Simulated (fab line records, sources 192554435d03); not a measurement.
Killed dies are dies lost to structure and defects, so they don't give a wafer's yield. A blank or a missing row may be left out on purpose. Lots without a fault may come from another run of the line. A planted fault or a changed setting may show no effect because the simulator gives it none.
Split-lot experiment | flow n5_finfet | 7 lots, 21 wafers read, on a route of 1938 steps

THE SPLIT
At N5_BEOL_M0_CUTY_DESCUM_61 (chemistry O2, time 7.9 s), the setting time_s was moved away from the recipe's 7.9 s on 8 of the 21 wafers read, by -18.3% to +21.2%. The other wafers ran this setting at the recipe's value.

The reading is taken at the split's own step.

THE READING
CAR-ArF-block_of_BEOL_M0_CUTY_COAT_51.thk_nm (the simulator's own value, which no gauge read), in nm, at N5_BEOL_M0_CUTY_DESCUM_61 (chemistry O2, time 7.9 s). The file gives no usual value for it. The 13 wafers here that ran the recipe average 143.6 nm, standard deviation 0.31 nm.

wafer  | tool, chamber at the split | time_s as run, s | against the recipe | CAR-ArF-block_of_BEOL_M0_CUTY_COAT_51.thk_nm, nm | against lot-mates on the recipe
L074.1 | rie_diel-02, 1             | 7.9              | recipe             | 143.4                                            | -
L074.4 | rie_diel-02, 3             | 7.9              | recipe             | 143                                              | -
L074.6 | rie_diel-02, 0             | 7.9              | recipe             | 143.2                                            | -
L079.1 | rie_diel-02, 3             | 7.081            | -10.4%             | 143.8                                            | +0.3
L079.2 | rie_diel-02, 2             | 7.9              | recipe             | 143.6                                            | -
L079.3 | rie_diel-02, 0             | 7.9              | recipe             | 143.4                                            | -
L080.1 | rie_diel-04, 1             | 7.9              | recipe             | 143.6                                            | -
L080.2 | rie_diel-04, 3             | 6.457            | -18.3%             | 144.2                                            | +0.6
L080.3 | rie_diel-04, 0             | 6.457            | -18.3%             | 144.4                                            | +0.8
L082.2 | rie_diel-02, 3             | 7.9              | recipe             | 143.8                                            | -
L082.3 | rie_diel-02, 0             | 9.571            | +21.2%             | 143                                              | -0.8
L082.5 | rie_diel-02, 2             | 9.571            | +21.2%             | 142.8                                            | -1.0
L085.1 | rie_diel-06, 2             | 9.098            | +15.2%             | 142.6                                            | -1.2
L085.3 | rie_diel-06, 1             | 9.098            | +15.2%             | 143                                              | -0.8
L085.4 | rie_diel-06, 1             | 7.9              | recipe             | 143.8                                            | -
L086.1 | rie_diel-02, 3             | 7.9              | recipe             | 143.8                                            | -
L086.5 | rie_diel-02, 3,0           | 7.9              | recipe             | 144                                              | -
L086.6 | rie_diel-02, 3,0           | 7.9              | recipe             | 144                                              | -
L089.4 | rie_diel-06, 0             | 7.243            | -8.3%              | 144.2                                            | +0.3
L089.5 | rie_diel-06, 0             | 7.9              | recipe             | 143.8                                            | -
L089.6 | rie_diel-06, 3             | 7.9              | recipe             | 144                                              | -
Where a row lists several chambers, the file gives one row for several wafers and doesn't say which wafer went through which chamber.

THE FIT
A straight line over all 21 wafers: CAR-ArF-block_of_BEOL_M0_CUTY_COAT_51.thk_nm changes by -0.0395 nm for each +1% of time_s; r = -0.83; the points scatter about the line by 0.29 nm.
The same after taking each lot's own level away (the mean of its wafers on the recipe; 21 wafers): -0.0449 nm for each +1%; r = -0.95; scatter 0.16 nm.
On that fit, the largest move of time_s shifts the reading by 0.95 nm.
The lots' own levels span 143.20 to 143.93 nm, that is 2.4 times the standard deviation above.
So the lot-to-lot level changes the slope: the two fits differ.
Check: with one of the wafers moved furthest among these (+21.2%) left out of the fit, the line predicts -1.06 nm for it against its lot-mates. It came out at -0.8 nm against them.

OTHER SPLITS ON THESE WAFERS
These wafers also went through other splits before the reading. Each is held against what the fit with the lots' levels taken away leaves over:
other split on the same wafers        | wafers away from the commonest value | r with CAR-ArF-block_of_BEOL_M0_CUTY_COAT_51.thk_nm (lot level and that fit taken away)
N5_MOL_CONTACT_COAG_EXPOSE_05 dose_mj | 8                                    | -0.10
N5_MOL_CONTACT_COAG_ETCH_91 time_s    | 5                                    | +0.26
N5_BEOL_M0_CUTY_EXPOSE_54 dose_mj     | 5                                    | -0.08

THE FILE'S OWN FIT
CAR-ArF-block_of_BEOL_M0_CUTY_COAT_51.thk_nm changes by -0.0443 nm for each +1% of time_s, r = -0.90.
